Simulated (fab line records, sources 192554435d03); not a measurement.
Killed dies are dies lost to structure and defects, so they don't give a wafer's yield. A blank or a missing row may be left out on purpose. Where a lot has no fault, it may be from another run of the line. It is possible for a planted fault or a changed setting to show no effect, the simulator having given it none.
Comparing a struck lot with a sound one + flow n5-finfet + 19 out of 1938 route steps
Sound: the wafers L234.1, L234.4, L234.6. Wafers struck: L244.1, L244.4, L244.6. The cause comes at the end.
Per side, at each step with rows, come the tool, then ch with its chambers, and then its first start. Under that, the readings that differ: sound wafers + struck wafers + difference of the means + sigmas: that difference in standard deviations of wafers without a fault.
alike: words and numbers the same on both sides, and readings whose means are apart by under 2 such deviations; not compared: readings that were withheld, readings missing a value for some wafer, numbers with overlapping values and no deviation given by the record, and bounds like >300 which may hide the same value.
A row with sigmas, a row that says differs or no value, or rows on one side alone: a step with any of these is where the two part. Numbers that have no deviation but don't overlap get no sigmas and don't part them. A reading missing from all wafers of one side parts the sides only when that side holds two or more wafers.

N5_BEOL_M0_SAQP_HM_DEP_02: deposits TiN, target thk 12 nm.
  sound on pvd-sputter-03 at day 6 17:31; struck on pvd-sputter-02 at day 9 07:25
  alike: substrate-temp-c, throttle-valve-pct
then, 1 step without rows for these wafers: N5_BEOL_M0_SAQP_PECVD_03 (deposits SiCN from 3MS/NH3, target thk 12 nm, time 21.1 s).
N5_BEOL_M0_SAQP_PECVD_96: deposits a-Si from SiH4/He, target thk 45 nm, time 45.2 s.
  sound on pecvd-02 ch 0,1,2, day 6 17:40; struck on pecvd-02 ch 1,2, day 9 07:35
  alike: heater-power-w, rf-fwd-power-W, showerhead-plenum-p-Torr, throttle-valve-pct
N5_BEOL_M0_SAQP_PECVD_97: deposits SiNx from SiH4/NH3/N2, target thk 23 nm, time 19.9 s.
  sound on pecvd-02 ch 0,1,2, day 6 17:43; struck on pecvd-02 ch 1,2, day 9 07:39
  alike: heater-power-w, rf-fwd-power-W, showerhead-plenum-p-Torr, throttle-valve-pct
N5_BEOL_M0_SAQP_PECVD_04: deposits a-Si from SiH4/He, target thk 60 nm, time 60.2 s.
  sound on pecvd-02 ch 0,1,2, day 6 17:45; struck on pecvd-02 ch 1,2, day 9 07:43
  alike: heater-power-w, rf-fwd-power-W, showerhead-plenum-p-Torr, throttle-valve-pct
N5_BEOL_M0_SAQP_THK_MEAS_05:
  sound on film-metro-02 at day 6 17:51; struck on film-metro-02 at day 9 07:50
  alike: thk-nm
N5_BEOL_M0_SAQP_HM_DEP_111: deposits SiO2 from SiH4/N2O, target thk 12 nm, time 7.2 s.
  sound on pecvd-03 ch 0,2, day 6 17:53; struck on pecvd-03 ch 0,1, day 9 07:53
  alike: heater-power-w, rf-fwd-power-W, showerhead-plenum-p-Torr
then, 5 steps without rows for these wafers: N5_BEOL_M0_SAQP_COAT_81 (time 60 s, resist thk 100 nm); N5_BEOL_M0_SAQP_COAT_82 (time 60 s, resist thk 30 nm); N5_BEOL_M0_SAQP_COAT_08 (resist thk 90 nm); N5_BEOL_M0_SAQP_EBR_10; N5_BEOL_M0_SAQP_SOFTBAKE_09 (time 60 s).
N5_BEOL_M0_SAQP_EXPOSE_11: exposes mask M0 CORE, target cd 42 nm.
  sound on arfi-scanner-01 ch 0, day 6 18:12; struck on arfi-scanner-02 ch 0, day 9 08:04
| reading                              | sound          | struck   | difference | sigmas |
|--------------------------------------|----------------|----------|------------|--------|
| model.BEOL_M0_SAQP.overlay-x-nm (nm) | -0.2 -0.2 -0.2 | 13 13 13 | +13        |        |
  alike: mask
then, 2 steps without rows for these wafers: N5_BEOL_M0_SAQP_PEB_12 (peb time 60 s); N5_BEOL_M0_SAQP_DEVELOP_13 (develop time 30 s).
N5_BEOL_M0_SAQP_CD_MEAS_14: the cd target is 42.5 nm.
  sound on cd-sem-03 ch 0, day 6 18:20; struck on cd-sem-01 ch 0, day 9 08:12
  alike: cd-nm
N5_BEOL_M0_SAQP_OVL_MEAS_15:
  sound on overlay-02 ch 0, day 6 18:22; struck on overlay-01 ch 0, day 9 08:14
| reading          | sound        | struck         | difference | sigmas |
|------------------|--------------|----------------|------------|--------|
| M0_CORE_OVL (nm) | 0.7 0.4 -0.2 | 13.4 12.9 12.3 | +12.6      | +18    |
N5_BEOL_M0_SAQP_INSPECT_16: inspects for defects (brightfield).
  sound on defect-inspect-02 at day 6 18:23; struck on defect-inspect-01 at day 9 08:15
  alike: raw-defect-count
-- here the record skips 4 days between the struck wafers' starts before and after, leaving off in module BEOL_M0_SAQP and picking up in module BEOL_M4 (first step shown: number 1111 of the route) --
N5_BEOL_M4_RC_MEAS_101:
  sound on prober-02 ch 0, day 10 20:44; struck on prober-02 ch 0, day 13 11:27
  alike: DIBL_N, DIBL_P, IOFF_N, IOFF_P, ION_N, ION_P, SS_N, SS_P, VT_N, VT_P

## WHERE THEY PART
N5_BEOL_M0_SAQP_OVL_MEAS_15 only, going by this record. Later steps at which nothing parts them and some readings are alike: N5_BEOL_M0_SAQP_INSPECT_16, N5_BEOL_M4_RC_MEAS_101.

WHY: the cause the simulator had injected
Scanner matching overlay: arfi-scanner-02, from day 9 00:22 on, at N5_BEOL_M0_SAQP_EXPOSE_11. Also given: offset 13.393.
